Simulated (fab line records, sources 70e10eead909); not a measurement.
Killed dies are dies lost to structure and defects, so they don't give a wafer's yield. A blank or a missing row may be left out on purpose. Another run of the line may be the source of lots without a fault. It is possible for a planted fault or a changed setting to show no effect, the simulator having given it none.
Matching of chambers -- flow nand_harc -- 4 sister chambers for NHARC_A_BLC_ALD_23 on ald_metal-03
The step deposits TiN, target thk 3 nm, pulse time 1 s, ald cycles 150. 14 wafers are shown with their chamber, then 7 later ones without.

WAFERS, EACH WITH ITS CHAMBER
wafer,chamber,heater_power_w (W),precursor_pulse_height_rel
L076.1,2,1217,0.993
L076.3,0,1129,1.022
L076.4,1,1043,1.016
L078.1,0,1091,1.005
L078.2,3,1023,1.032
L078.5,2,1205,1.031
L081.1,3,992,0.970
L081.2,2,1237,1.026
L081.4,1,993,1.024
L088.1,2,1252,0.973
L088.3,1,986,1.017
L088.6,1,978,0.989
L089.3,2,1267,0.999
L089.5,2,1250,0.973

SIGNATURES (averages over the wafers above)
reading,chamber 0,chamber 1,chamber 2,chamber 3,scatter within a chamber
heater_power_w,1110.00,1000.00,1238.00,1007.50,25.5
precursor_pulse_height_rel,1.01350,1.01150,0.99917,1.00100,0.0243
Rule: a wafer's distance from a chamber is the root of the sum, over the readings, of the square of ((its reading less the chamber's mean) divided by the reading's scatter). The wafer belongs to the nearest chamber; if the next one is less than 2 further off, it can't be placed. The scatter is the square root of a quotient: the sum, over the shown wafers, of each reading's squared deviation from its chamber's mean, divided by wafers minus chambers.

WAFERS MISSING THEIR CHAMBER
wafer,heater_power_w (W),precursor_pulse_height_rel
L089.6,982,1.008
L093.1,1231,1.014
L093.4,1138,0.996
L093.6,967,0.987
L095.1,1250,0.999
L095.4,1145,1.021
L095.5,1132,1.017

CHAMBER TAKEN BY EACH
wafer,from the rows above,in truth
L089.6,can't be placed: 1 or 3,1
L093.1,2,2
L093.4,0,0
L093.6,can't be placed: 1 or 3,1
L095.1,2,2
L095.4,0,0
L095.5,0,0
Correctly placed: 5 of 7. Cannot be placed on the basis of these rows: 2; the candidates contain the true chamber in 2. Number placed wrongly: 0.
